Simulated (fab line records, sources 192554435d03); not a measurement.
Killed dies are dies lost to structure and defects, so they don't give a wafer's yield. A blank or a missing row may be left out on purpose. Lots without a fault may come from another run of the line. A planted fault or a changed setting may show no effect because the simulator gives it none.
A struck lot beside a sound one | flow n5_finfet | 16 steps out of a route of 1938
Sound: wafers L323.1, L323.4, L323.5. Struck: wafers L330.1, L330.2, L330.4. The cause comes at the end.
At each step with rows: each side's tool, then ch and its chambers, then its first start. Under that, the readings that differ: sound wafers | struck wafers | difference of the means | sigmas: that difference in standard deviations of wafers without a fault.
alike: readings whose means differ by less than 2 such deviations, and words and numbers that are the same on both sides. not compared: withheld readings, readings that some wafer has no value for, bounds like >300 that may hide the same value, and numbers for which the record gives no deviation and whose values overlap.
The two part at a step that has a row with sigmas, a row that says differs or no value, or rows on one side only. Numbers that don't overlap but have no deviation are shown without sigmas and don't part them. A reading that every wafer of one side lacks parts them only if that side has two wafers or more.

first, 4 steps without rows for these wafers: N5_BEOL_M1_HM_STRIP_39 (strips TiN in peroxide tin strip, target depth 25 nm, time 158 s); N5_BEOL_M1_SRD_40 (time 30 s); N5_BEOL_M1_PRECLEAN_42 (cleans in residue remover, time 60 s); N5_BEOL_M1_SRD_43 (time 30 s).
N5_BEOL_M1_CD_MEAS_35: target cd 18 nm, target cd y 21 nm.
  sound on cd_sem-01, day 8 08:22; struck on cd_sem-02, day 9 19:35
  alike: cd_nm
N5_BEOL_M1_DEGAS_44: time 60 s.
  sound on pvd_sputter-02, day 8 08:34; struck on pvd_sputter-02, day 9 19:48
  alike: heater_power_w
N5_BEOL_M1_PRE_CLEAN_45: time 30 s.
  sound on pvd_sputter-02, day 8 08:37; struck on pvd_sputter-02, day 9 19:50
  alike: heater_power_w
N5_BEOL_M1_ALD_84: deposits TaN, pulse time 2 s, purge time 3 s, co reactant purge time 2 s.
  sound on ald_metal-03 ch 0,2,3, day 8 08:41; struck on ald_metal-04 ch 0,1,2, day 9 19:54
  alike: heater_power_w
  not compared: since_wet_clean_h
then, 2 steps without rows for these wafers: N5_BEOL_M1_SURFACE_TREAT_85; N5_BEOL_M1_CVD_47 (deposits Co from CCTBA/H2, target thk 3 nm, time 223.8 s).
N5_BEOL_M1_SPUTTER_48: material Cu, target thk 4.5 nm, time 8.29 s.
  sound on pvd_sputter-03, day 8 09:20; struck on pvd_sputter-01, day 9 20:29
  alike: chamber_pressure_pa, chuck_gas_flow_sccm, throttle_valve_pct
N5_BEOL_M1_ANNEAL_49: time 240 s.
  sound on pvd_sputter-03, day 8 09:26; struck on pvd_sputter-01, day 9 20:34
  alike: heater_power_w
N5_BEOL_M1_SPUTTER_79: material Cu, target thk 4.5 nm, time 8.29 s.
  sound on pvd_sputter-03, day 8 09:35; struck on pvd_sputter-01, day 9 20:42
  no value came back on the struck wafers for chamber_pressure_pa (Pa), chuck_gas_flow_sccm (sccm), throttle_valve_pct (%); on the sound wafers chamber_pressure_pa (Pa) reads 0.07018 0.07019 0.06995
then, 1 step without rows for these wafers: N5_BEOL_M1_ANNEAL_80 (time 240 s).
N5_BEOL_M4_RC_MEAS_101:
  sound on prober-01 ch 0, day 10 01:48; struck on prober-01 ch 0, day 11 14:37
  alike: DIBL_N, DIBL_P, IOFF_N, IOFF_P, ION_N, ION_P, SS_N, SS_P, VT_N, VT_P
-- the record jumps here: 4 days lie between the struck wafers' starts before and after (it left off in module BEOL_M4 and takes up again in module PASSIVATION, whose first step shown is number 1936 of the route) --
N5_PASSIVATION_PROBE_49:
  sound on prober-01, day 14 12:42; struck on prober-02, day 16 00:13
  reading             | sound    | struck   | difference | sigmas
  killed_at_front_end | 29 24 24 | 61 47 46 | +26        | +3
  killed_short        | 32 22 29 | 61 39 35 | +17        | +2
  alike: defect_limited_yield, killed_at_M0_to_M3, killed_at_M4_up, killed_at_contacts, killed_at_other, killed_dies, killed_on_rim, killed_open, sort_bin_5_function, sort_bin_6_memory, sort_n_pass, sort_yield_pct

WHERE THEY PART
First at N5_BEOL_M1_SPUTTER_79; last, within this record, at N5_PASSIVATION_PROBE_49.

WHY: what the simulator had put in
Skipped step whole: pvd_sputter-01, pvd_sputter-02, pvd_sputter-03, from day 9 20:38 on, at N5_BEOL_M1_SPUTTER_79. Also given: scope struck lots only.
